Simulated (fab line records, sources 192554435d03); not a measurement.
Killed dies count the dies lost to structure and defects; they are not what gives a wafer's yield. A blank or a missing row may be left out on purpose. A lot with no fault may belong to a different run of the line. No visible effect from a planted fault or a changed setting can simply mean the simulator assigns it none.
fab line records -- flow n5Finfet
record: lots: 8, wafers: 24, lastDay: 18
route steps=1938 shown SD_EPI_N@279 SD_EPI_P@308 BEOL_M4@1111 PASSIVATION@1936
lots untouched by any fault: they come from a run of this same line in which no faults occurred
startH: hours from the record's opening day to when the first of the lot's shown wafers began -- waitH: hours elapsed since this lot's preceding step -- " the same as in the row above -- L1.1+2: a row that stands for several wafers -- - no value present, or no start provided -- * or withheld: withheld -- < > ~ a bound
route shown NAME@n: NAME is a module with steps in the file, n the number in the route of the first one -- usual: average and standard deviation across the fault-free wafers -- same: alike in all rows -- chamber/n: place in a boat -- sites: each site's reading -- _std_site: how widely they spread, as a standard deviation -- _edge_site: the outer-site mean with the inner-site mean subtracted -- radiusMm: for every site, how far away it sits from the centre of the wafer -- mask NAME#n: copy n -- behind: the last tool/chamber to shape the wafer -- hold: reason for holding the lot/hours on hold/outcome of the hold -- device: names the non-switching transistor (n, p or np) -- end of line: the tests these same wafers got at the end of their route -- a step with no rows: only its recipe -- killed: at the first sort, the dies lost to defects and structure; wafer yield is something else -- map: a wafer's dies, x killed, . not, _ none there
set.NAME: the run value of the setting; set.NAME@STEP: its run value at that earlier step -- model.NAME: the simulator's own value behind a step, which no gauge read
route steps across a sampled set of lots; one table per step, one row per wafer
services: the hour from which a tool's chamber was out of use, counted from the record's first day as startH (under 0 if before that day), plus the number of hours and why
== steps ==
step: N5_SD_EPI_N_ETCH_16
recipe: chemistry: CHF3/O2, target: SiO2, targetDepthA: 50, maskMaterial: SOC, pressureMtorr: 30, sourceW: 650, biasW: 170, Ar_flow_sccm: 200, CHF3_flow_sccm: 50, O2_flow_sccm: 5, ionEnergyEv: 200
usual: drypumpMotorCurrentA: 5.6/0.39, oesProductAu: 0.79/0.091, rfVppV: 523/9.2, showerheadPlenumPTorr: 2.44/0.073, throttleValvePct: 18.79/0.24
lot.wafer,tool,chamber,startH,waitH,drypumpMotorCurrentA,oesProductAu,rfHoursCounterH,rfVppV,showerheadPlenumPTorr,throttleValvePct
L913.1,rieDiel-02,0,60.42,0.1,5.4,0.84,68,523,2.44,18.56
L913.2,rieDiel-02,3,60.42,0.1,5.5,0.96,5,508,2.39,18.90
L913.4,rieDiel-02,1,60.42,0.1,5.4,0.69,221,537,2.48,19.24
L917.1,rieDiel-02,0,96.69,0.1,5.4,0.83,80,522,2.43,18.59
L917.2,rieDiel-02,3,96.69,0.1,5.5,0.93,17,507,2.38,18.95
L917.4,rieDiel-02,2,96.69,0.1,6.6,0.80,122,528,2.32,18.71
L919.4,rieDiel-02,3,102.16,0.1,5.5,0.92,19,507,2.38,18.92
L919.5,rieDiel-02,0,102.16,0.1,5.4,0.82,-,522,2.43,18.59
L919.6,rieDiel-02,1,102.16,0.1,5.4,0.68,-,537,2.48,19.24
L920.1,rieDiel-02,0,106.46,0.1,5.4,0.81,85,525,2.43,18.60
L920.2,rieDiel-02,3,106.46,0.1,5.5,0.92,21,507,2.38,18.94
L920.6,rieDiel-02,3,106.46,0.1,5.5,0.91,-,506,2.38,18.94
L925.1,rieDiel-02,1,132.47,0.1,5.4,0.67,248,537,2.47,19.27
L925.4,rieDiel-02,2,132.47,0.1,6.6,0.77,-,526,2.32,18.72
L925.5,rieDiel-02,1,132.47,0.1,5.4,0.67,-,535,2.47,19.28
L927.3,rieDiel-02,2,144.42,0.1,6.6,0.76,140,526,2.31,18.73
L927.4,rieDiel-02,3,144.42,0.1,5.5,0.90,-,505,2.38,18.96
L927.6,rieDiel-02,2,144.42,0.1,6.6,0.76,-,526,2.31,18.74
L932.2,rieDiel-04,2,175.12,0.1,5.7,0.74,177,507,2.51,19.13
L932.3,rieDiel-04,0,175.12,0.1,5.9,0.75,172,527,2.40,18.77
L932.4,rieDiel-04,3,175.12,0.1,4.9,0.90,36,525,2.56,18.67
L934.1,rieDiel-04,0,189.19,0.1,5.9,0.76,177,525,2.40,18.78
L934.4,rieDiel-04,1,189.19,0.1,5.4,0.92,9,516,2.36,18.40
L934.5,rieDiel-04,2,189.19,0.1,5.7,0.73,-,509,2.51,19.11
step: N5_SD_EPI_N_STRIP_38
recipe: chemistry: N2/H2, powerW: 1000, tempC: 250, h2Frac: 0.65, overashFraction: 0.3, pressureMtorr: withheld, n2FlowSccm: 1750, h2FlowSccm: 3250
usual: drypumpMotorCurrentA: 5.8/0.35, heaterPowerW: 345/11, oesProductAu: 0.760/0.011
lot.wafer,tool,chamber,startH,waitH,drypumpMotorCurrentA,heaterPowerW,oesProductAu,rfHoursCounterH
L913.1,plasmaAsher-02,0,60.59,0.1,5.7,360,0.747,86
L913.2,plasmaAsher-02,1,60.59,0.1,6.2,328,0.753,86
L913.4,plasmaAsher-02,0,60.59,0.1,5.6,366,0.758,-
L917.1,plasmaAsher-02,1,96.86,0.1,6.2,345,0.790,91
L917.2,plasmaAsher-02,0,96.86,0.1,5.7,360,0.771,91
L917.4,plasmaAsher-02,0,96.86,0.1,5.7,358,0.765,-
L919.4,plasmaAsher-02,1,102.34,0.1,6.2,338,0.774,-
L919.5,plasmaAsher-02,1,102.34,0.1,6.2,337,0.756,-
L919.6,plasmaAsher-02,0,102.34,0.1,5.6,348,0.731,-
L920.1,plasmaAsher-02,0,106.63,0.1,5.7,347,0.772,92
L920.2,plasmaAsher-02,1,106.63,0.1,6.2,336,0.775,92
L920.6,plasmaAsher-02,1,106.63,0.1,6.2,335,0.762,-
L925.1,plasmaAsher-01,1,132.63,0.1,5.9,352,0.774,48
L925.4,plasmaAsher-01,1,132.63,0.1,5.9,348,0.763,-
L925.5,plasmaAsher-01,0,132.63,0.1,5.2,333,0.776,-
L927.3,plasmaAsher-02,1,144.62,0.1,6.2,329,0.768,-
L927.4,plasmaAsher-02,0,144.62,0.1,5.6,339,0.747,-
L927.6,plasmaAsher-02,0,144.62,0.1,5.7,355,0.734,-
L932.2,plasmaAsher-02,1,175.29,0.1,6.2,339,0.753,115
L932.3,plasmaAsher-02,0,175.29,0.1,5.7,360,0.771,-
L932.4,plasmaAsher-02,1,175.29,0.1,6.2,339,0.762,-
L934.1,plasmaAsher-02,1,189.36,0.1,6.2,343,0.766,120
L934.4,plasmaAsher-02,0,189.36,0.1,5.7,357,0.755,-
L934.5,plasmaAsher-02,1,189.36,0.1,6.3,342,0.758,-
step: N5_SD_EPI_N_VAPOR_ETCH_50
recipe: chemistry: HCl, target: Si, tempC: 775, timeS: 54, pressureTorr: 20, mode: isotropic
usual: lampInnerPct: 20.0/1.3, throttleValvePct: 11.42/0.17
lot.wafer,tool,chamber,startH,waitH,lampInnerPct,throttleValvePct
L913.1,epiRpcvd-04,0,61.58,0.3,20.5,11.38
L913.2,epiRpcvd-04,0,61.58,0.3,20.0,11.21
L913.4,epiRpcvd-04,0,61.58,0.3,20.2,11.44
L917.1,epiRpcvd-01,0,97.57,0.3,18.3,11.56
L917.2,epiRpcvd-01,0,97.57,0.3,18.6,11.58
L917.4,epiRpcvd-01,0,97.57,0.3,18.3,11.61
L919.4,epiRpcvd-04,0,103.12,0.2,20.1,11.28
L919.5,epiRpcvd-04,0,103.12,0.2,20.3,11.39
L919.6,epiRpcvd-04,0,103.12,0.2,20.2,11.42
L920.1,epiRpcvd-04,0,107.34,0.3,20.3,11.47
L920.2,epiRpcvd-04,0,107.34,0.3,20.2,11.39
L920.6,epiRpcvd-04,0,107.34,0.3,20.2,11.59
L925.1,epiRpcvd-01,0,133.57,0.3,18.5,11.11
L925.4,epiRpcvd-01,0,133.57,0.3,18.3,11.20
L925.5,epiRpcvd-01,0,133.57,0.3,18.4,11.61
L927.3,epiRpcvd-01,0,145.37,0.2,18.5,11.43
L927.4,epiRpcvd-01,0,145.37,0.2,18.4,11.34
L927.6,epiRpcvd-01,0,145.37,0.2,18.3,11.23
L932.2,epiRpcvd-04,0,176.04,0.3,20.3,11.56
L932.3,epiRpcvd-04,0,176.04,0.3,20.1,11.25
L932.4,epiRpcvd-04,0,176.04,0.3,20.3,11.33
L934.1,epiRpcvd-04,0,190.09,0.3,20.5,11.30
L934.4,epiRpcvd-04,0,190.09,0.3,20.3,11.53
L934.5,epiRpcvd-04,0,190.09,0.3,20.2,11.37
step: N5_SD_EPI_P_ETCH_37
recipe: chemistry: N2/H2, target: SOC, overetchA: 1080, maskMaterial: SiARC, tempC: 40, ionEnergyEv: 100, sourceW: 3000, biasW: 133, pressureMtorr: 20, timeS: 486, n2FlowSccm: 200, h2FlowSccm: 200, ends: endPoint
usual: drypumpMotorCurrentA: 5.8/0.47, oesProductAu: 0.70/0.081, rfVppV: 240.2/1.1, showerheadPlenumPTorr: 2.50/0.05, throttleValvePct: 23.9/0.32
lot.wafer,tool,chamber,startH,waitH,drypumpMotorCurrentA,oesProductAu,rfHoursCounterH,rfVppV,showerheadPlenumPTorr,throttleValvePct
L913.1,rieDiel-06,0,64.80,0.0,6.2,0.84,11,240.6,2.49,23.5
L913.2,rieDiel-06,1,64.80,0.0,5.3,0.66,181,239.7,2.43,24.0
L913.4,rieDiel-06,3,64.80,0.0,5.0,0.70,134,239.4,2.44,23.8
L917.1,rieDiel-06,2,100.61,0.0,5.8,0.61,156,242.3,2.53,23.8
L917.2,rieDiel-06,3,100.61,0.0,5.0,0.69,147,240.9,2.43,23.8
L917.4,rieDiel-06,1,100.61,0.0,5.3,0.66,184,237.8,2.43,24.0
L919.4,rieDiel-06,1,106.01,0.0,5.3,0.65,186,238.9,2.43,24.0
L919.5,rieDiel-06,0,106.01,0.0,6.2,0.82,-,240.1,2.48,23.5
L919.6,rieDiel-06,3,106.01,0.0,5.0,0.61,-,240.5,2.43,23.8
L920.1,rieDiel-06,2,110.40,0.0,5.8,0.61,159,242.0,2.53,23.8
L920.2,rieDiel-06,1,110.40,0.0,5.3,0.66,187,238.1,2.43,24.0
L920.6,rieDiel-06,3,110.40,0.0,5.0,0.61,-,239.2,2.43,23.8
L925.1,rieDiel-01,2,136.83,0.0,6.1,0.60,248,239.7,2.51,24.5
L925.4,rieDiel-01,1,136.83,0.0,5.9,0.79,49,240.5,2.46,23.4
L925.5,rieDiel-01,3,136.83,0.0,6.7,0.67,-,241.5,2.55,23.9
L927.3,rieDiel-03,1,148.34,0.0,5.7,0.62,222,239.3,2.51,24.3
L927.4,rieDiel-03,3,148.34,0.0,5.1,0.65,202,238.4,2.41,23.8
L927.6,rieDiel-03,2,148.34,0.0,5.6,0.66,-,241.4,2.52,24.1
L932.2,rieDiel-01,1,179.18,0.0,5.9,0.77,65,238.8,2.45,23.4
L932.3,rieDiel-01,3,179.18,0.0,6.6,0.66,154,241.3,2.54,23.9
L932.4,rieDiel-01,2,179.18,0.0,6.0,0.84,9,239.6,2.50,24.3
L934.1,rieDiel-03,3,193.87,0.0,5.0,0.64,212,238.6,2.41,23.8
L934.4,rieDiel-03,1,193.87,0.0,5.7,0.62,235,240.7,2.51,24.4
L934.5,rieDiel-03,1,193.87,0.0,5.7,0.61,-,239.6,2.51,24.3
step: N5_SD_EPI_P_ETCHBACK_46
recipe: chemistry: CH3F/O2, mode: anisotropicEtchback, target: SiNx, targetDepthA: 175, stopOn: SiO2, overEtchFrac: 0.3, ionEnergyEv: 120, pressureMtorr: 30, sourceW: 395, biasW: 73, Ar_flow_sccm: 150, CH3F_flow_sccm: 30, O2_flow_sccm: 20
usual: drypumpMotorCurrentA: 5.8/0.47, oesProductAu: 0.67/0.077, rfVppV: 295/5.4, showerheadPlenumPTorr: 1.97/0.036, throttleValvePct: 16.44/0.26
lot.wafer,tool,chamber,startH,waitH,drypumpMotorCurrentA,oesProductAu,rfHoursCounterH,rfVppV,showerheadPlenumPTorr,throttleValvePct
L913.1,rieDiel-06,0,65.13,0.0,6.2,0.80,11,289,1.97,16.03
L913.2,rieDiel-06,1,65.13,0.0,5.3,0.63,181,296,1.92,16.27
L913.4,rieDiel-06,3,65.13,0.0,5.0,0.67,134,301,1.92,16.38
L917.1,rieDiel-06,2,100.93,0.0,5.8,0.28,157,292,2.00,16.53
L917.2,rieDiel-06,3,100.93,0.0,5.0,0.66,147,300,1.92,16.41
L917.4,rieDiel-06,1,100.93,0.0,5.3,0.63,184,296,1.92,16.26
L919.4,rieDiel-06,1,106.34,0.0,5.3,0.63,186,295,1.92,16.29
L919.5,rieDiel-06,0,106.34,0.0,6.2,0.78,-,290,1.97,16.06
L919.6,rieDiel-06,3,106.34,0.0,5.0,0.29,-,299,1.91,16.37
L920.1,rieDiel-06,2,110.72,0.0,5.8,0.28,159,290,2.00,16.49
L920.2,rieDiel-06,1,110.72,0.0,5.3,0.63,187,296,1.92,16.27
L920.6,rieDiel-06,3,110.72,0.0,5.0,0.28,-,299,1.91,16.37
L925.1,rieDiel-01,2,137.15,0.0,6.0,0.57,248,299,1.97,16.70
L925.4,rieDiel-01,1,137.15,0.0,5.8,0.75,49,291,1.95,16.09
L925.5,rieDiel-01,3,137.15,0.0,6.7,0.64,-,292,2.00,16.32
L927.3,rieDiel-03,1,148.67,0.0,5.7,0.59,223,303,1.96,16.81
L927.4,rieDiel-03,3,148.67,0.0,5.0,0.62,202,302,1.90,16.46
L927.6,rieDiel-03,2,148.67,0.0,5.6,0.64,-,289,2.00,16.80
L932.2,rieDiel-01,1,179.50,0.0,5.9,0.74,65,292,1.94,16.13
L932.3,rieDiel-01,3,179.50,0.0,6.7,0.63,155,292,2.00,16.32
L932.4,rieDiel-01,2,179.50,0.0,6.0,0.80,9,298,1.97,16.29
L934.1,rieDiel-03,3,194.19,0.0,5.0,0.61,213,301,1.89,16.46
L934.4,rieDiel-03,1,194.19,0.0,5.6,0.59,236,301,1.96,16.84
L934.5,rieDiel-03,1,194.19,0.0,5.6,0.59,-,301,1.96,16.83
step: N5_BEOL_M4_RC_MEAS_101
usual: DIBL_N: 35.8/1.8, DIBL_P: 35.9/2.2, IOFF_N: 0.16/0.035, IOFF_P: 0.21/0.04, ION_N: 672/11, ION_P: 461/7.4, SS_N: 71.4/0.64, SS_P: 73.2/0.67, VT_N: 250/3.5, VT_P: -251/3.4
lot.wafer,tool,chamber,startH,waitH,DIBL_N[mV/V],DIBL_P[mV/V],IOFF_N[nA/um],IOFF_P[nA/um],ION_N[uA/um],ION_P[uA/um],SS_N[mV/dec],SS_P[mV/dec],VT_N[mV],VT_P[mV]
L913.1,prober-02,0,165.77,0.2,34.2,32.9,0.12,0.17,664,451,71.0,72.0,254,-254
L913.2,prober-02,0,165.77,0.2,33.8,34.0,0.12,0.18,671,462,71.3,71.9,257,-255
L913.4,prober-02,0,165.77,0.2,34.3,33.8,0.13,0.18,673,452,70.8,73.0,253,-252
L919.4,prober-02,0,214.06,0.5,36.3,36.0,0.15,0.18,663,455,71.7,73.6,251,-253
L919.5,prober-02,0,214.06,0.5,38.0,39.9,0.19,0.26,677,462,71.8,74.1,249,-249
L917.2,prober-01,0,216.99,0.2,36.7,37.9,0.17,0.19,683,459,72.1,72.5,249,-251
L917.4,prober-01,0,216.99,0.2,35.0,36.7,0.13,0.17,665,451,71.1,72.8,254,-255
L920.2,prober-01,0,218.67,0.2,34.9,34.9,0.14,0.19,667,458,71.6,72.9,252,-252
L925.1,prober-02,0,259.85,0.0,34.3,34.6,0.13,0.21,658,462,71.3,73.0,253,-249
L925.4,prober-02,0,259.85,0.0,37.1,38.2,0.19,0.28,664,464,71.2,73.7,247,-246
L925.5,prober-02,0,259.85,0.0,35.0,35.8,0.15,0.23,669,470,70.5,72.3,249,-246
L927.3,prober-02,0,265.80,0.3,31.7,31.2,0.09,0.13,654,456,70.2,71.9,258,-256
L927.4,prober-02,0,265.80,0.3,34.5,35.6,0.13,0.19,667,461,70.7,73.1,251,-251
L927.6,prober-02,0,265.80,0.3,33.8,34.5,0.12,0.18,667,469,70.6,72.2,251,-251
L932.2,prober-01,0,287.94,0.2,37.1,37.8,0.17,0.21,679,458,72.1,74.1,246,-251
L932.3,prober-01,0,287.94,0.2,36.5,36.8,0.15,0.20,674,468,71.4,73.9,251,-255
L932.4,prober-01,0,287.94,0.2,33.7,32.5,0.11,0.15,660,454,70.9,72.8,255,-255
L934.1,prober-02,0,311.74,0.0,34.4,33.0,0.11,0.17,659,459,70.6,72.5,255,-251
L934.4,prober-02,0,311.74,0.0,35.2,34.1,0.12,0.18,658,459,71.7,72.9,255,-253
L934.5,prober-02,0,311.74,0.0,32.4,30.8,0.09,0.14,653,453,70.3,71.6,257,-255
step: N5_PASSIVATION_PROBE_49
usual: defectLimitedYield: 91.0/1.5, killed_at_M0_to_M3: 34/9.1, killed_at_M4_up: 14/5.7, killedAtContacts: 13/5.7, killedAtFrontEnd: 42/12, killedAtOther: 4/3.4, killedDies: 106/17, killedOnRim: 14/4.3, killedOpen: 70/13, killedShort: 34/7.5, sort_bin_5_function: 5.2/0.94, sort_bin_6_memory: 3.4/0.69, sortNPass: 1074/17, sortYieldPct: 91.0/1.5
same: grossDies: 1180, killedAtBackSide: 0, sort_bin_4_leakage[%]: 0, sort_bin_8_speed[%]: 0
lot.wafer,tool,chamber,startH,waitH,defectLimitedYield[%],killed_at_M0_to_M3,killed_at_M4_up,killedAtContacts,killedAtFrontEnd,killedAtOther,killedDies,killedOnRim,killedOpen,killedShort,sort_bin_5_function[%],sort_bin_6_memory[%],sortNPass,sortYieldPct[%]
L919.4,prober-02,-,314.52,0.2,91.3,27,9,16,45,6,103,15,66,37,5.3,3.1,1077,91.3
L919.5,prober-02,-,314.57,0.2,90.9,28,16,14,47,2,107,20,69,38,6.0,2.9,1073,90.9
L919.6,prober-02,-,314.62,0.3,0,37,17,19,1102,5,1180,152,71,38,95.5,4.4,0,0
L917.1,prober-01,-,322.89,0.0,0,31,19,5,1118,7,1180,152,71,28,96.5,3.2,0,0
L917.2,prober-01,-,322.94,0.1,92.2,21,10,7,48,6,92,9,52,37,4.3,3.3,1088,92.2
L917.4,prober-01,-,323.04,0.2,91.8,31,6,11,46,3,97,18,59,36,5.1,2.7,1083,91.8
L920.1,prober-02,-,325.77,0.0,0,61,8,12,1096,3,1180,152,98,45,95.0,4.4,0,0
L920.2,prober-02,-,325.82,0.1,89.2,50,9,8,60,0,127,18,88,39,6.2,4.3,1053,89.2
L920.6,prober-02,-,326.02,0.3,0,52,7,5,1114,2,1180,152,89,34,96.0,3.5,0,0
killed by level:class
L919.4 MOL_CONTACT_COAG:geometricParticle:open=14 STI_FIN_REVEAL:geometricParticle:open=8 GATE_CUT:geometricParticle:short=7 BEOL_M0_SAQP:geometricParticle:short=7 BEOL_M3:geometricParticle:open=7 FIN_SAQP:geometricParticle:open=6 BEOL_M4:geometricParticle:open=6 FIN_SAQP:geometricParticle:short=5
L919.5 FIN_SAQP:geometricParticle:open=16 MOL_CONTACT_COAG:geometricParticle:open=11 BEOL_M4:geometricParticle:open=9 FIN_SAQP:geometricParticle:short=8 STI_FIN_REVEAL:geometricParticle:open=7 BEOL_M3:geometricParticle:open=7 BEOL_M2:geometricParticle:short=6 DUMMY_GATE:geometricParticle:open=4
L919.6 SD_EPI_P:areaEtch=1071 MOL_CONTACT_COAG:geometricParticle:open=15 BEOL_M4:geometricParticle:open=13 FIN_SAQP:geometricParticle:short=9 BEOL_M0_SAQP:geometricParticle:open=8 BEOL_M0_SAQP:geometricParticle:short=8 BEOL_M3:geometricParticle:open=8 FIN_SAQP:geometricParticle:open=6
L917.1 SD_EPI_P:areaEtch=1079 STI_FIN_REVEAL:geometricParticle:open=10 BEOL_M2:geometricParticle:open=10 BEOL_M4:geometricParticle:open=8 GATE_CUT:geometricParticle:short=7 GATE_CUT:geometricParticle:open=6 BEOL_M0_SAQP:geometricParticle:short=6 DUMMY_GATE:geometricParticle:open=5
L917.2 FIN_SAQP:geometricParticle:short=8 BEOL_M2:geometricParticle:open=8 DUMMY_GATE:geometricParticle:open=7 GATE_CUT:geometricParticle:short=7 FIN_SAQP:geometricParticle:open=6 MOL_CONTACT_COAG:geometricParticle:open=5 BEOL_M1:geometricParticle:open=5 STARTING-WAFER:geometricParticle:open=5
L917.4 FIN_SAQP:geometricParticle:open=14 GATE_CUT:geometricParticle:short=8 BEOL_M2:geometricParticle:open=8 MOL_CONTACT_COAG:geometricParticle:open=7 BEOL_M3:geometricParticle:open=7 STI_FIN_REVEAL:geometricParticle:open=6 BEOL_M0_SAQP:geometricParticle:open=6 FIN_SAQP:geometricParticle:short=5
L920.1 SD_EPI_P:areaEtch=1037 BEOL_M3:geometricParticle:open=23 BEOL_M2:geometricParticle:open=18 FIN_SAQP:geometricParticle:open=14 MOL_CONTACT_COAG:geometricParticle:open=10 FIN_SAQP:geometricParticle:short=9 STI_FIN_REVEAL:geometricParticle:open=8 BEOL_M3:geometricParticle:short=7
L920.2 STI_FIN_REVEAL:geometricParticle:open=21 BEOL_M3:geometricParticle:open=17 BEOL_M2:geometricParticle:open=9 STI_FIN_REVEAL:geometricParticle:short=8 BEOL_M0_SAQP:geometricParticle:short=8 MOL_CONTACT_COAG:geometricParticle:open=7 FIN_SAQP:geometricParticle:open=6 FIN_SAQP:geometricParticle:short=5
L920.6 SD_EPI_P:areaEtch=1057 BEOL_M3:geometricParticle:open=21 STI_FIN_REVEAL:geometricParticle:open=16 FIN_SAQP:geometricParticle:open=15 BEOL_M0_SAQP:geometricParticle:open=14 FIN_SAQP:geometricParticle:short=9 BEOL_M0_SAQP:geometricParticle:short=8 BEOL_M4:geometricParticle:open=6
== services ==
tool,chamber,startH,hours,kind
epiRpcvd-01,-,37.48,1.3,repair
rieDiel-02,1,41.35,10.3,repair
rieDiel-01,2,60.91,23.0,repair
rieDiel-01,-,62.44,2.8,pm
plasmaAsher-02,-,67.08,8.9,repair
rieDiel-06,1,71.21,24.2,repair
rieDiel-03,0,77.62,-,clean
rieDiel-04,-,86.97,0.2,repair
plasmaAsher-01,-,100.83,17.6,repair
rieDiel-03,1,103.40,9.8,repair
rieDiel-04,3,103.87,1.6,repair
rieDiel-02,2,123.38,3.3,repair
rieDiel-02,3,124.20,18.9,repair
rieDiel-04,0,133.20,5.6,repair
rieDiel-02,1,143.12,-,clean
rieDiel-02,1,143.12,-,consumableReplace:focusRing
rieDiel-02,1,143.12,20.1,scheduledDown
rieDiel-02,1,143.12,20.1,ventCycle
epiRpcvd-04,-,143.50,2.8,pm
plasmaAsher-01,-,144.23,41.7,repair
epiRpcvd-01,-,160.40,1.8,repair
rieDiel-01,3,161.64,11.6,repair
rieDiel-03,3,167.69,6.6,repair
rieDiel-06,-,193.26,2.8,pm
== key ==
firstSign: step: N5_SD_EPI_P_ETCHBACK_46, reading: oesProductAu, direction: down, sigmas: 5.1, usual: 0.67, struck: 0.28
effect: step: N5_PASSIVATION_PROBE_49, reading: sort_bin_5_function, direction: up, sigmas: 96, usual: 5.2, struck: 95.8
moreKillsBornAt: N5_SD_EPI_P_ETCH_37@rieDiel-06: 4244
metAt N5_SD_EPI_P_ETCH_37
struckLots L917,L919,L920
struckWafers L917.1,L919.6,L920.1,L920.6
laterRowsLeftOut L917.1,L919.6,L920.1,L920.6
notActingAt N5_SD_EPI_N_ETCH_16,N5_SD_EPI_N_STRIP_38,N5_SD_EPI_N_VAPOR_ETCH_50
onsetBetween 64.80 100.61
fault: kind: processParameterDrift, tool: rieDiel-06, chamber: -, onsetH: 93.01, steps: N5_SD_EPI_P_ETCH_37, channel: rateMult, offset: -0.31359, shape: step, endH: 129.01, scope: struckWafersOnly
laterRowsLeftOut: the simulator's readings of these wafers behind a module that went badly wrong aren't trusted and aren't shown, but for the sort
